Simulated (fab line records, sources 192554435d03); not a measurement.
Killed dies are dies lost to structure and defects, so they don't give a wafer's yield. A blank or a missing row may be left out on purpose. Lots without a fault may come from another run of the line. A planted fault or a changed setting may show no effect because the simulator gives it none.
fab line records | flow n5_finfet
record lots=5 wafers=15 last_day=15
route steps=1938 shown BEOL_M1@802
lots that met no fault: from a run of the same line without faults
start_h: hours from the record's first day to the start of the lot's first wafer shown | wait_h: hours since the lot's step before | " the same as in the row above | L1.1+2: a row that stands for several wafers | - no value, or no start given | * or withheld: withheld | < > ~ a bound
route shown NAME@n: a module of which the file shows steps, and the number in the route of the first | usual: mean/standard deviation of fault-free wafers | same: alike in all rows | chamber/n: place in a boat | sites: the reading at each site | _std_site: their standard deviation | _edge_site: outer sites' mean less inner sites' | radius_mm: how far each site lies from the wafer's centre | mask NAME#n: copy n | behind: the tool/chamber that last shaped the wafer | hold: why the lot was held/for how many hours/how that ended | device: the transistor (n, p or np) that didn't switch | end of line: the same wafers' tests at the end of the route | a step without rows: its recipe alone | killed: dies lost to structure and defects at the first sort, not the wafer's yield | map: a wafer's dies, x killed, . not, _ none there
set.NAME: the setting as run; set.NAME@STEP: as run at that earlier step | model.NAME: the simulator's own value behind a step, which no gauge read
lots at some steps of the route; a table a step, a row a wafer
services: from which hour (start_h, from the record's first day; less than 0 if before it) a tool's chamber was out of use, for how many hours, and why
## steps
# step N5_BEOL_M1_STRIP_97
# recipe chemistry=N2/H2 time_s=10 power_w=450 temp_c=40 pressure_mtorr=20 rf_frequency_hz=6e+07 bias_power_w=7 n2_flow_sccm=200 h2_flow_sccm=200
# usual drypump_motor_current_A=5.8/0.52 oes_product_au=0.81/0.097 rf_vpp_V=59.0/0.88 showerhead_plenum_p_Torr=2.51/0.065 throttle_valve_pct=23.63/0.27
# same time_s=10
# columns lot.wafer tool chamber start_h wait_h drypump_motor_current_A oes_product_au rf_hours_counter_h rf_vpp_V showerhead_plenum_p_Torr throttle_valve_pct
L074.2 rie_diel-05 0 - - 6.4 0.80 84 58.6 2.48 24.01
L074.4 " 2 " " 5.7 0.91 29 58.9 2.59 23.39
L074.5 " 2 " " 5.8 0.90 - 60.2 2.59 23.38
L076.1 rie_diel-03 3 - - 6.4 0.94 12 59.2 2.51 23.69
L076.2 " 0 " " 6.6 0.70 231 59.0 2.49 23.54
L076.3 " 1 " " 4.7 0.94 22 59.5 2.50 23.84
L084.1 rie_diel-03 2 - - 5.2 0.72 201 58.7 2.51 24.04
L084.4 " 1 " " 4.7 0.92 33 58.4 2.50 23.87
L084.6 " 2 " " 5.2 0.72 - 60.3 2.51 24.03
L086.1 rie_diel-03 1 - - 4.7 0.91 35 58.6 2.49 23.86
L086.4 " 2 " " 5.2 0.72 206 58.1 2.51 24.04
L086.5 " 1 " " 4.7 0.91 - 58.5 2.49 23.88
L087.2 rie_diel-01 0 - - 6.0 0.72 165 60.3 2.52 23.66
L087.3 " 2 " " 5.7 0.86 48 59.4 2.46 23.33
L087.4 " 3 " " 6.3 0.74 136 59.2 2.44 23.56
# step N5_BEOL_M1_OCD_MEAS_38
# usual trench_depth_nm=55.5/1.5
# columns lot.wafer tool chamber start_h wait_h trench_depth_nm
L074.2 ocd-02 - 124.54 - 55.0
L074.4 " - " " 55.3
L074.5 " - " " 55.8
L076.1 ocd-01 - 153.68 - 57.1
L076.2 " - " " 55.2
L076.3 " - " " 56.0
L084.1 ocd-02 - 191.46 - 56.5
L084.4 " - " " 56.3
L084.6 " - " " 56.5
L086.1 ocd-02 - 202.66 - 56.1
L086.4 " - " " 55.9
L086.5 " - " " 57.3
L087.2 ocd-02 - 214.90 - 54.5
L087.3 " - " " 56.6
L087.4 " - " " 53.2
# step N5_BEOL_M1_HM_STRIP_39
# recipe chemistry=peroxide_tin_strip material=TiN target_depth_a=250 temp_c=50 time_s=158
# same time_s=158
# columns lot.wafer tool chamber start_h wait_h
L074.2+4+5 wet_bench-03 3,6,7 124.57 0.0
L076.1+2+3 wet_bench-05 4,3,0 153.71 0.0
L084.1+4+6 wet_bench-05 1,2,3 191.49 0.0
L086.1+4+5 wet_bench-01 7,4,0 202.70 0.0
L087.2+3+4 wet_bench-05 3,5,1 214.93 0.0
# step N5_BEOL_M1_SRD_40
# recipe time_s=30 temp_c=23 rinse_liquid=diw dry=ipa_marangoni
# usual do_supply_ppb=10.01/0.091
# same time_s=30
# columns lot.wafer tool chamber start_h wait_h do_supply_ppb
L074.2 wet_bench-03 3 124.62 0.0 9.89
L074.4 " 6 " " 9.86
L074.5 " 7 " " 9.80
L076.1 wet_bench-05 4 153.76 0.0 10.00
L076.2 " 3 " " 9.90
L076.3 " 0 " " 10.00
L084.1 wet_bench-05 1 191.54 0.0 10.04
L084.4 " 2 " " 10.14
L084.6 " 3 " " 10.05
L086.1 wet_bench-01 7 202.74 0.0 10.14
L086.4 " 4 " " 9.98
L086.5 " 0 " " 9.93
L087.2 wet_bench-05 3 214.97 0.0 10.02
L087.3 " 5 " " 9.91
L087.4 " 1 " " 10.16
# step N5_BEOL_M1_PRECLEAN_42
# recipe chemistry=residue_remover time_s=60 temp_c=40
# same time_s=60
# columns lot.wafer tool chamber start_h wait_h
L074.2+4+5 wet_bench-03 3,6,7 124.63 0.0
L076.1+2+3 wet_bench-05 4,3,0 153.78 0.0
L084.1+4+6 wet_bench-05 1,2,3 191.55 0.0
L086.1+4+5 wet_bench-01 7,4,0 202.76 0.0
L087.2+3+4 wet_bench-05 3,5,1 214.99 0.0
# step N5_BEOL_M1_SRD_43
# recipe time_s=30 temp_c=23 rinse_liquid=diw dry=ipa_marangoni
# usual do_supply_ppb=9.99/0.099
# same time_s=30
# columns lot.wafer tool chamber start_h wait_h do_supply_ppb
L074.2 wet_bench-03 3 124.65 0.0 9.86
L074.4 " 6 " " 10.04
L074.5 " 7 " " 9.93
L076.1 wet_bench-05 4 153.79 0.0 10.01
L076.2 " 3 " " 10.03
L076.3 " 0 " " 10.01
L084.1 wet_bench-05 1 191.57 0.0 10.11
L084.4 " 2 " " 9.94
L084.6 " 3 " " 10.22
L086.1 wet_bench-01 7 202.78 0.0 10.01
L086.4 " 4 " " 9.85
L086.5 " 0 " " 9.94
L087.2 wet_bench-05 3 215.01 0.0 9.97
L087.3 " 5 " " 9.88
L087.4 " 1 " " 10.03
# step N5_BEOL_M1_CD_MEAS_35
# recipe target_cd_nm=18 target_cd_y_nm=21 polarity=opening
# usual cd_nm=18.1/0.42
# columns lot.wafer tool chamber start_h wait_h cd_nm
L074.2 cd_sem-03 - 124.69 0.0 17.7
L074.4 " - " " 18.5
L074.5 " - " " 18.8
L076.1 cd_sem-02 - 153.83 0.0 18.1
L076.2 " - " " 18.7
L076.3 " - " " 17.8
L084.1 cd_sem-01 - 191.61 0.0 17.7
L084.4 " - " " 18.2
L084.6 " - " " 17.7
L086.1 cd_sem-03 - 202.82 0.0 18.4
L086.4 " - " " 17.5
L086.5 " - " " 18.0
L087.2 cd_sem-03 - 215.05 0.0 17.7
L087.3 " - " " 17.6
L087.4 " - " " 18.4
# step N5_BEOL_M1_DEGAS_44
# recipe ambient=vacuum temp_c=250 time_s=60
# usual heater_power_w=324/33
# same time_s=60
# columns lot.wafer tool chamber start_h wait_h heater_power_w
L074.2 pvd_sputter-01 - 124.87 0.2 346
L074.4 " - " " 339
L074.5 " - " " 343
L076.1 pvd_sputter-03 - 154.21 0.4 373
L076.2 " - " " 326
L076.3 " - " " 279
L084.1 pvd_sputter-03 - 191.94 0.3 319
L084.4 " - " " 355
L084.6 " - " " 314
L086.1 pvd_sputter-03 - 203.18 0.4 317
L086.4 " - " " 322
L086.5 " - " " 279
L087.2 pvd_sputter-03 - 216.00 1.0 359
L087.3 " - " " 273
L087.4 " - " " 320
# step N5_BEOL_M1_PRE_CLEAN_45
# recipe gas=H2/He time_s=30 temp_c=250
# usual heater_power_w=324/33
# same time_s=30
# columns lot.wafer tool chamber start_h wait_h heater_power_w
L074.2 pvd_sputter-01 - 124.91 0.0 344
L074.4 " - " " 338
L074.5 " - " " 344
L076.1 pvd_sputter-03 - 154.25 0.0 361
L076.2 " - " " 314
L076.3 " - " " 269
L084.1 pvd_sputter-03 - 191.98 0.0 313
L084.4 " - " " 366
L084.6 " - " " 318
L086.1 pvd_sputter-03 - 203.22 0.0 334
L086.4 " - " " 319
L086.5 " - " " 283
L087.2 pvd_sputter-03 - 216.04 0.0 374
L087.3 " - " " 277
L087.4 " - " " 317
# step N5_BEOL_M1_ALD_84
# recipe material=TaN target_thk_a=* temp_c=275 ald_precursor_family=PDMAT ald_co_reactant=NH3 pressure_torr=3 carrier_flow_sccm=1500 pulse_time_s=2 purge_time_s=3 co_reactant_purge_time_s=2 co_reactant_pulse_time_s=3 ald_cycles=30 precursor_vessel_temp_c=75 precursor_vessel_pressure_torr=26.25 precursor_vessel_carrier_sccm=1000
# usual chamber_pressure_Torr=3.001/0.0069 heater_power_w=433/40
# columns lot.wafer tool chamber start_h wait_h chamber_pressure_Torr heater_power_w
L074.2 ald_metal-04 3 124.97 0.0 3.003 378
L074.4 " 2 " " 3.010 482
L074.5 " 0 " " 3.001 419
L076.1 ald_metal-02 3 154.33 0.1 3.017 411
L076.2 " 1 " " 3.010 416
L076.3 " 0 " " 3.001 423
L084.1 ald_metal-03 3 192.04 0.0 3.000 457
L084.4 " 1 " " 3.006 514
L084.6 " 2 " " 2.994 441
L086.1 ald_metal-04 1 203.30 0.1 2.995 442
L086.4 " 3 " " 3.004 375
L086.5 " 3 " " 2.997 367
L087.2 ald_metal-04 2 216.12 0.1 3.001 493
L087.3 " 0 " " 3.007 415
L087.4 " 1 " " 3.011 441
# step N5_BEOL_M1_SURFACE_TREAT_85
# recipe gas=Ar time_s=* ion_energy_ev=* ion_current_ma_cm2=0.5 pressure_mtorr=* ar_flow_sccm=30
# usual throttle_valve_pct=*
# same time_s=*
# columns lot.wafer tool chamber start_h wait_h throttle_valve_pct
L074.2 pvd_sputter-01 - 125.39 0.3 *
L074.4 " - " " *
L074.5 " - " " *
L076.1 pvd_sputter-03 - 154.63 0.2 *
L076.2 " - " " *
L076.3 " - " " *
L084.1 pvd_sputter-03 - 192.27 0.1 *
L084.4 " - " " *
L084.6 " - " " *
L086.1 pvd_sputter-02 - 203.61 0.2 *
L086.4 " - " " *
L086.5 " - " " *
L087.2 pvd_sputter-03 - 216.42 0.2 *
L087.3 " - " " *
L087.4 " - " " *
# step N5_BEOL_M1_CVD_47
# recipe material=Co target_thk_a=30 temp_c=withheld precursor=CCTBA/H2 pressure_torr=30 time_s=223.8
# usual chamber_pressure_Torr=30.01/0.07
# same time_s=223.8
# columns lot.wafer tool chamber start_h wait_h chamber_pressure_Torr
L074.2 cvd_co-02 0 125.49 0.1 30.15
L074.4 " 0 " " 30.06
L074.5 " 2 " " 30.03
L076.1 cvd_co-01 1 154.69 0.0 29.99
L076.2 " 2 " " 29.98
L076.3 " 0 " " 30.13
L084.1 cvd_co-01 2 192.36 0.1 29.97
L084.4 " 2 " " 29.96
L084.6 " 0 " " 29.85
L086.1 cvd_co-01 2 203.71 0.1 29.93
L086.4 " 0 " " 29.88
L086.5 " 2 " " 30.10
L087.2 cvd_co-01 0 216.49 0.0 30.05
L087.3 " 1 " " 29.99
L087.4 " 2 " " 30.02
# step N5_BEOL_M1_SPUTTER_48
# recipe material=Cu target_thk_a=45 temp_c=-20 chamber_pressure_pa=0.07 power_w=withheld time_s=8.29
# usual substrate_temp_c=-19.99/0.1 throttle_valve_pct=29.8/1.1
# same time_s=8.29
# columns lot.wafer tool chamber start_h wait_h substrate_temp_c throttle_valve_pct
L074.2 pvd_sputter-01 - 125.79 0.2 -19.94 28.1
L074.4 " - " " -19.91 32.2
L074.5 " - " " -20.08 30.1
L076.1 pvd_sputter-03 - 154.85 0.1 -19.95 27.7
L076.2 " - " " -19.93 29.2
L076.3 " - " " -19.92 30.3
L084.1 pvd_sputter-01 - 192.57 0.1 -20.15 30.7
L084.4 " - " " -19.99 30.2
L084.6 " - " " -20.03 28.4
L086.1 pvd_sputter-03 - 204.02 0.2 -19.90 27.6
L086.4 " - " " -20.03 29.5
L086.5 " - " " -19.93 27.5
L087.2 pvd_sputter-01 - 216.67 0.1 -20.06 31.6
L087.3 " - " " -20.05 30.4
L087.4 " - " " -19.93 30.6
# step N5_BEOL_M1_ANNEAL_49
# recipe temp_c=400 time_s=240 ambient=vacuum
# usual heater_power_w=815/83
# same time_s=240
# columns lot.wafer tool chamber start_h wait_h heater_power_w
L074.2 pvd_sputter-01 - 125.87 0.0 884
L074.4 " - " " 861
L074.5 " - " " 875
L076.1 pvd_sputter-03 - 154.93 0.0 688
L076.2 " - " " 904
L076.3 " - " " 803
L084.1 pvd_sputter-01 - 192.65 0.0 869
L084.4 " - " " 847
L084.6 " - " " 879
L086.1 pvd_sputter-03 - 204.10 0.0 695
L086.4 " - " " 796
L086.5 " - " " 687
L087.2 pvd_sputter-01 - 216.75 0.0 836
L087.3 " - " " 861
L087.4 " - " " 877
# step N5_BEOL_M1_SPUTTER_79
# recipe material=Cu target_thk_a=45 temp_c=-20 chamber_pressure_pa=0.07 power_w=withheld time_s=8.29
# usual substrate_temp_c=-20.00/0.1 throttle_valve_pct=29.8/1.1
# same time_s=8.29
# columns lot.wafer tool chamber start_h wait_h substrate_temp_c throttle_valve_pct
L074.2 pvd_sputter-01 - 126.01 0.1 -20.00 28.3
L074.4 " - " " -19.89 32.0
L074.5 " - " " -19.95 30.2
L076.1 pvd_sputter-03 - 155.07 0.1 -19.87 27.6
L076.2 " - " " -19.94 29.1
L076.3 " - " " -20.04 30.1
L084.1 pvd_sputter-01 - 192.79 0.1 -19.98 30.8
L084.4 " - " " -20.03 30.2
L084.6 " - " " -19.89 28.0
L086.1 pvd_sputter-03 - 204.24 0.1 -19.94 27.7
L086.4 " - " " -20.06 29.3
L086.5 " - " " -19.97 27.5
L087.2 pvd_sputter-01 - 216.89 0.1 -20.15 32.0
L087.3 " - " " -20.08 30.1
L087.4 " - " " -20.18 30.7
# step N5_BEOL_M1_ANNEAL_80
# recipe temp_c=400 time_s=240 ambient=vacuum
# usual heater_power_w=817/83
# same time_s=240
# columns lot.wafer tool chamber start_h wait_h heater_power_w
L074.2 pvd_sputter-01 - 126.09 0.0 890
L074.4 " - " " 870
L074.5 " - " " 849
L076.1 pvd_sputter-03 - 155.15 0.0 709
L076.2 " - " " 927
L076.3 " - " " 811
L084.1 pvd_sputter-01 - 192.87 0.0 885
L084.4 " - " " 843
L084.6 " - " " 875
L086.1 pvd_sputter-03 - 204.32 0.0 686
L086.4 " - " " 793
L086.5 " - " " 689
L087.2 pvd_sputter-01 - 216.97 0.0 875
L087.3 " - " " 859
L087.4 " - " " 888
# step N5_BEOL_M1_SPUTTER_81
# recipe material=Cu target_thk_a=45 temp_c=-20 chamber_pressure_pa=0.07 power_w=withheld time_s=8.29
# usual substrate_temp_c=-20.00/0.1 throttle_valve_pct=29.8/1.1
# same time_s=8.29
# columns lot.wafer tool chamber start_h wait_h substrate_temp_c throttle_valve_pct
L074.2 pvd_sputter-01 - 126.23 0.1 -20.01 28.4
L074.4 " - " " -20.05 31.6
L074.5 " - " " -19.98 30.3
L076.1 pvd_sputter-03 - 155.29 0.1 -20.03 27.5
L076.2 " - " " -20.05 29.4
L076.3 " - " " -20.02 30.1
L084.1 pvd_sputter-01 - 193.01 0.1 -20.01 30.6
L084.4 " - " " -19.95 30.3
L084.6 " - " " -20.03 28.4
L086.1 pvd_sputter-03 - 204.46 0.1 -20.05 27.6
L086.4 " - " " -19.93 29.5
L086.5 " - " " -20.13 27.5
L087.2 pvd_sputter-01 - 217.11 0.1 -19.95 32.1
L087.3 " - " " -19.83 30.2
L087.4 " - " " -20.04 30.6
# step N5_BEOL_M1_ANNEAL_82
# recipe temp_c=400 time_s=240 ambient=vacuum
# usual heater_power_w=817/84
# same time_s=240
# columns lot.wafer tool chamber start_h wait_h heater_power_w
L074.2 pvd_sputter-01 - 126.31 0.0 880
L074.4 " - " " 870
L074.5 " - " " 888
L076.1 pvd_sputter-03 - 155.37 0.0 689
L076.2 " - " " 911
L076.3 " - " " 791
L084.1 pvd_sputter-01 - 193.09 0.0 874
L084.4 " - " " 834
L084.6 " - " " 898
L086.1 pvd_sputter-03 - 204.54 0.0 692
L086.4 " - " " 788
L086.5 " - " " 700
L087.2 pvd_sputter-01 - 217.19 0.0 864
L087.3 " - " " 834
L087.4 " - " " 859
# step N5_BEOL_M1_SPUTTER_86
# recipe material=Cu target_thk_a=45 temp_c=-20 chamber_pressure_pa=0.07 power_w=withheld time_s=8.29
# usual substrate_temp_c=-20.00/0.1 throttle_valve_pct=29.8/1.1
# same time_s=8.29
# columns lot.wafer tool chamber start_h wait_h substrate_temp_c throttle_valve_pct
L074.2 pvd_sputter-01 - 126.45 0.1 -20.09 28.2
L074.4 " - " " -20.07 31.8
L074.5 " - " " -19.88 30.2
L076.1 pvd_sputter-03 - 155.51 0.1 -19.87 27.4
L076.2 " - " " -19.92 28.9
L076.3 " - " " -20.11 30.0
L084.1 pvd_sputter-01 - 193.23 0.1 -20.02 30.4
L084.4 " - " " -19.90 30.5
L084.6 " - " " -20.06 28.1
L086.1 pvd_sputter-03 - 204.68 0.1 -19.78 27.5
L086.4 " - " " -19.98 29.5
L086.5 " - " " -19.84 27.8
L087.2 pvd_sputter-01 - 217.33 0.1 -19.95 31.7
L087.3 " - " " -19.87 29.9
L087.4 " - " " -19.89 30.6
# step N5_BEOL_M1_ANNEAL_87
# recipe temp_c=400 time_s=240 ambient=vacuum
# usual heater_power_w=818/84
# same time_s=240
# columns lot.wafer tool chamber start_h wait_h heater_power_w
L074.2 pvd_sputter-01 - 126.53 0.0 906
L074.4 " - " " 863
L074.5 " - " " 861
L076.1 pvd_sputter-03 - 155.59 0.0 691
L076.2 " - " " 896
L076.3 " - " " 810
L084.1 pvd_sputter-01 - 193.31 0.0 871
L084.4 " - " " 855
L084.6 " - " " 878
L086.1 pvd_sputter-03 - 204.76 0.0 696
L086.4 " - " " 783
L086.5 " - " " 691
L087.2 pvd_sputter-01 - 217.41 0.0 839
L087.3 " - " " 859
L087.4 " - " " 871
# step N5_BEOL_M1_SPUTTER_88
# recipe material=Cu target_thk_a=45 temp_c=-20 chamber_pressure_pa=0.07 power_w=withheld time_s=8.29
# usual substrate_temp_c=-20.01/0.1 throttle_valve_pct=29.8/1.1
# same time_s=8.29
# columns lot.wafer tool chamber start_h wait_h substrate_temp_c throttle_valve_pct
L074.2 pvd_sputter-01 - 126.67 0.1 -20.02 28.4
L074.4 " - " " -19.98 31.8
L074.5 " - " " -19.99 30.4
L076.1 pvd_sputter-03 - 155.73 0.1 -20.04 27.7
L076.2 " - " " -19.97 29.0
L076.3 " - " " -20.13 30.0
L084.1 pvd_sputter-01 - 193.45 0.1 -19.93 30.6
L084.4 " - " " -20.01 30.5
L084.6 " - " " -20.10 28.4
L086.1 pvd_sputter-03 - 204.90 0.1 -19.99 27.9
L086.4 " - " " -19.74 29.7
L086.5 " - " " -20.06 27.6
L087.2 pvd_sputter-01 - 217.55 0.1 -20.16 31.9
L087.3 " - " " -19.95 30.4
L087.4 " - " " -20.00 30.5
# step N5_BEOL_M1_ANNEAL_89
# recipe temp_c=400 time_s=240 ambient=vacuum
# usual heater_power_w=817/83
# same time_s=240
# columns lot.wafer tool chamber start_h wait_h heater_power_w
L074.2 pvd_sputter-01 - 126.75 0.0 873
L074.4 " - " " 853
L074.5 " - " " 866
L076.1 pvd_sputter-03 - 155.81 0.0 681
L076.2 " - " " 910
L076.3 " - " " 823
L084.1 pvd_sputter-01 - 193.53 0.0 858
L084.4 " - " " 870
L084.6 " - " " 871
L086.1 pvd_sputter-03 - 204.98 0.0 708
L086.4 " - " " 775
L086.5 " - " " 675
L087.2 pvd_sputter-01 - 217.63 0.0 852
L087.3 " - " " 848
L087.4 " - " " 866
# step N5_BEOL_M1_SPUTTER_90
# recipe material=Cu target_thk_a=45 temp_c=-20 chamber_pressure_pa=0.07 power_w=withheld time_s=8.29
# usual substrate_temp_c=-19.99/0.11 throttle_valve_pct=29.8/1.1
# same time_s=8.29
# columns lot.wafer tool chamber start_h wait_h substrate_temp_c throttle_valve_pct
L074.2 pvd_sputter-01 - 126.89 0.1 -19.89 28.2
L074.4 " - " " -19.83 31.8
L074.5 " - " " -20.16 30.4
L076.1 pvd_sputter-03 - 155.95 0.1 -19.94 27.7
L076.2 " - " " -19.84 29.1
L076.3 " - " " -20.07 30.2
L084.1 pvd_sputter-01 - 193.67 0.1 -20.10 30.6
L084.4 " - " " -19.98 30.5
L084.6 " - " " -20.04 28.3
L086.1 pvd_sputter-03 - 205.12 0.1 -19.88 27.7
L086.4 " - " " -19.82 29.6
L086.5 " - " " -19.86 27.4
L087.2 pvd_sputter-01 - 217.77 0.1 -20.12 31.9
L087.3 " - " " -20.21 30.2
L087.4 " - " " -19.93 30.5
# step N5_BEOL_M1_ANNEAL_91
# recipe temp_c=400 time_s=240 ambient=vacuum
# usual heater_power_w=816/85
# same time_s=240
# columns lot.wafer tool chamber start_h wait_h heater_power_w
L074.2 pvd_sputter-01 - 126.97 0.0 881
L074.4 " - " " 860
L074.5 " - " " 834
L076.1 pvd_sputter-03 - 156.03 0.0 674
L076.2 " - " " 900
L076.3 " - " " 786
L084.1 pvd_sputter-01 - 193.75 0.0 885
L084.4 " - " " 865
L084.6 " - " " 901
L086.1 pvd_sputter-03 - 205.20 0.0 688
L086.4 " - " " 784
L086.5 " - " " 684
L087.2 pvd_sputter-01 - 217.85 0.0 861
L087.3 " - " " 848
L087.4 " - " " 857
# step N5_BEOL_M1_SPUTTER_92
# recipe material=Cu target_thk_a=45 temp_c=-20 chamber_pressure_pa=0.07 power_w=withheld time_s=8.29
# usual substrate_temp_c=-20.00/0.11 throttle_valve_pct=29.8/1.1
# same time_s=8.29
# columns lot.wafer tool chamber start_h wait_h substrate_temp_c throttle_valve_pct
L074.2 pvd_sputter-01 - 127.11 0.1 -19.84 28.2
L074.4 " - " " -20.15 31.7
L074.5 " - " " -19.88 30.2
L076.1 pvd_sputter-03 - 156.17 0.1 -20.02 27.7
L076.2 " - " " -19.98 29.0
L076.3 " - " " -19.88 30.2
L084.1 pvd_sputter-01 - 193.89 0.1 -20.05 30.5
L084.4 " - " " -19.72 30.3
L084.6 " - " " -20.03 27.8
L086.1 pvd_sputter-03 - 205.34 0.1 -19.93 27.7
L086.4 " - " " -20.09 29.5
L086.5 " - " " -19.86 27.4
L087.2 pvd_sputter-01 - 217.99 0.1 -20.09 31.7
L087.3 " - " " -19.99 30.5
L087.4 " - " " -20.01 30.6
# step N5_BEOL_M1_ANNEAL_93
# recipe temp_c=400 time_s=240 ambient=vacuum
# usual heater_power_w=817/83
# same time_s=240
# columns lot.wafer tool chamber start_h wait_h heater_power_w
L074.2 pvd_sputter-01 - 127.19 0.0 886
L074.4 " - " " 869
L074.5 " - " " 868
L076.1 pvd_sputter-03 - 156.25 0.0 695
L076.2 " - " " 898
L076.3 " - " " 815
L084.1 pvd_sputter-01 - 193.97 0.0 894
L084.4 " - " " 866
L084.6 " - " " 871
L086.1 pvd_sputter-03 - 205.42 0.0 692
L086.4 " - " " 793
L086.5 " - " " 705
L087.2 pvd_sputter-01 - 218.07 0.0 873
L087.3 " - " " 855
L087.4 " - " " 897
# step N5_BEOL_M1_SPUTTER_94
# recipe material=Cu target_thk_a=45 temp_c=-20 chamber_pressure_pa=0.07 power_w=withheld time_s=8.29
# usual substrate_temp_c=-20.00/0.1 throttle_valve_pct=29.8/1.1
# same time_s=8.29
# columns lot.wafer tool chamber start_h wait_h substrate_temp_c throttle_valve_pct
L074.2 pvd_sputter-01 - 127.33 0.1 -19.88 28.4
L074.4 " - " " -19.91 31.7
L074.5 " - " " -19.89 30.4
L076.1 pvd_sputter-03 - 156.39 0.1 -19.89 27.4
L076.2 " - " " -19.99 29.0
L076.3 " - " " -19.95 30.0
L084.1 pvd_sputter-01 - 194.11 0.1 -19.90 30.6
L084.4 " - " " -19.95 30.1
L084.6 " - " " -19.96 28.1
L086.1 pvd_sputter-03 - 205.56 0.1 -19.94 27.5
L086.4 " - " " -19.84 29.4
L086.5 " - " " -19.91 27.5
L087.2 pvd_sputter-01 - 218.21 0.1 -20.02 31.7
L087.3 " - " " -19.85 30.3
L087.4 " - " " -19.94 30.6
# step N5_BEOL_M1_ANNEAL_95
# recipe temp_c=400 time_s=240 ambient=vacuum
# usual heater_power_w=817/84
# same time_s=240
# columns lot.wafer tool chamber start_h wait_h heater_power_w
L074.2 pvd_sputter-01 - 127.41 0.0 874
L074.4 " - " " 882
L074.5 " - " " 861
L076.1 pvd_sputter-03 - 156.47 0.0 679
L076.2 " - " " 919
L076.3 " - " " 799
L084.1 pvd_sputter-01 - 194.19 0.0 879
L084.4 " - " " 867
L084.6 " - " " 899
L086.1 pvd_sputter-03 - 205.64 0.0 702
L086.4 " - " " 802
L086.5 " - " " 692
L087.2 pvd_sputter-01 - 218.29 0.0 855
L087.3 " - " " 860
L087.4 " - " " 886
# step N5_BEOL_M1_SPUTTER_96
# recipe material=Cu target_thk_a=45 temp_c=-20 chamber_pressure_pa=0.07 power_w=withheld time_s=8.29
# usual substrate_temp_c=-20.02/0.12 throttle_valve_pct=29.8/1.1
# same time_s=8.29
# columns lot.wafer tool chamber start_h wait_h substrate_temp_c throttle_valve_pct
L074.2 pvd_sputter-01 - 127.55 0.1 -20.04 28.2
L074.4 " - " " -20.11 31.6
L074.5 " - " " -20.00 30.2
L076.1 pvd_sputter-03 - 156.61 0.1 -19.89 27.5
L076.2 " - " " -19.91 28.8
L076.3 " - " " -20.06 30.1
L084.1 pvd_sputter-01 - 194.33 0.1 -20.02 30.6
L084.4 " - " " -20.16 30.5
L084.6 " - " " -20.06 28.3
L086.1 pvd_sputter-03 - 205.78 0.1 -19.89 27.5
L086.4 " - " " -20.28 29.2
L086.5 " - " " -19.95 27.5
L087.2 pvd_sputter-01 - 218.43 0.1 -19.96 31.7
L087.3 " - " " -19.91 30.3
L087.4 " - " " -19.94 30.7
# step N5_BEOL_M1_ECD_50
# recipe material=Cu target_thk_a=3000
# columns lot.wafer tool chamber start_h wait_h
L074.2+4+5 ecd_cu-01 1 127.66 0.1
L076.1+2+3 ecd_cu-01 0,1,1 156.73 0.1
L084.1+4+6 ecd_cu-02 0,1,1 194.45 0.1
L086.1+4+5 ecd_cu-01 0 205.90 0.1
L087.2+3+4 ecd_cu-01 0,0,1 218.55 0.1
# step N5_BEOL_M1_ANNEAL_51
# recipe temp_c=225 time_s=90 ambient=N2
# usual anneal_temp_c=225.02/0.17 wafer_temp_C_max=226.36/0.28
# same time_s=90
# columns lot.wafer tool chamber start_h wait_h anneal_temp_c wafer_temp_C_max
L074.2 rtp_anneal-02 0 127.79 0.1 225.21 226.31
L074.4 " 0 " " 225.22 225.99
L074.5 " 0 " " 225.36 226.14
L076.1 rtp_anneal-02 0 156.81 0.1 224.93 226.34
L076.2 " 0 " " 224.75 226.21
L076.3 " 0 " " 224.80 226.43
L084.1 rtp_anneal-02 0 194.53 0.1 224.92 226.28
L084.4 " 0 " " 224.70 226.49
L084.6 " 0 " " 224.82 226.43
L086.1 rtp_anneal-01 0 205.97 0.1 224.88 226.51
L086.4 " 0 " " 224.80 226.18
L086.5 " 0 " " 224.96 226.56
L087.2 rtp_anneal-01 0 218.67 0.1 225.14 226.15
L087.3 " 0 " " 225.34 227.15
L087.4 " 0 " " 225.45 226.33
# step N5_BEOL_M1_CMP_52
# recipe stop_on=SiOC t_overpolish_s=6.8 down_force_psi=1 platen_rpm=50 clearing_platen_down_force_psi=1.5 clearing_platen_rpm=50 post_cmp_clean=cu_alkaline target_thk_nm=40 clearing_platen_pad_velocity_m_s=0.99484 pad_velocity_m_s=0.99484
# usual barrier_field_endpoint_s=24.9/0.56 motor_current_A=6.2/0.4 overpolish_run_s=6.799/0.0091 pad_life_wafers=1258/510 slurry_filter_dp_kPa=13.51/0.13 time_to_endpoint_s=63.3/2.6
# same t_overpolish_s=6.8
# columns lot.wafer tool chamber start_h wait_h barrier_field_endpoint_s motor_current_A overpolish_run_s pad_life_wafers slurry_filter_dp_kPa time_to_endpoint_s
L074.2 cmp-04 3 128.08 0.2 24.9 6.3 6.800 1068 13.63 67.6
L074.4 " 2 " " 25.7 6.2 6.786 1071 13.39 67.5
L074.5 " 3 " " 25.1 6.4 6.811 - 13.69 64.5
L076.3 cmp-03 2 157.30 0.4 24.0 6.3 6.809 1536 13.29 61.7
L076.2 " 3 " " 24.4 6.3 6.801 1537 13.35 61.1
L076.1 " 1 " " 23.8 6.8 6.801 1539 13.56 59.1
L084.4 cmp-02 1 194.82 0.1 25.2 6.4 6.791 552 13.54 65.4
L084.1 " 3 " " 25.3 5.7 6.799 554 13.68 61.7
L084.6 " 2 " " 24.9 6.4 6.820 - 13.60 64.2
L086.1 cmp-02 1 206.31 0.3 25.2 6.5 6.806 666 13.68 64.8
L086.4 " 0 " " 24.4 6.4 6.800 669 13.39 59.6
L086.5 " 1 " " 25.3 6.8 6.789 - 13.62 66.2
L087.2 cmp-02 1 218.96 0.2 25.0 6.7 6.790 817 13.58 63.8
L087.3 " 2 " " 24.4 6.8 6.804 818 13.53 60.2
L087.4 " 3 " " 24.5 5.4 6.802 819 13.76 62.1
## services
# columns tool chamber start_h hours kind
rie_diel-03 3 101.94 3.8 repair
cvd_co-01 2 106.63 3.8 repair
pvd_sputter-01 - 108.92 5.7 repair
cvd_co-02 2 117.34 1.5 repair
ecd_cu-01 - 118.65 1.4 repair
rie_diel-01 2 125.19 5.3 repair
cmp-02 - 127.19 4.0 pm
cmp-04 - 129.22 6.5 pm
rie_diel-03 3 130.46 6.6 repair
cmp-02 - 131.19 - consumable_replace:conditioner
cmp-02 - 131.19 - consumable_replace:pad
ald_metal-04 - 132.24 8.7 pm
cvd_co-02 - 133.61 14.6 pm
wet_bench-03 - 146.91 4.3 repair
rie_diel-05 3 157.68 15.8 repair
pvd_sputter-01 - 166.67 1.7 repair
ald_metal-02 - 178.07 6.0 pm
cmp-02 - 179.60 1.8 repair
cmp-04 - 184.25 1.1 repair
cvd_co-01 - 195.01 0.2 repair
cmp-04 - 198.19 22.5 repair
cvd_co-02 0 214.70 22.8 repair
rie_diel-03 0 214.92 - clean
rie_diel-05 3 215.50 3.4 repair
## key
fault none
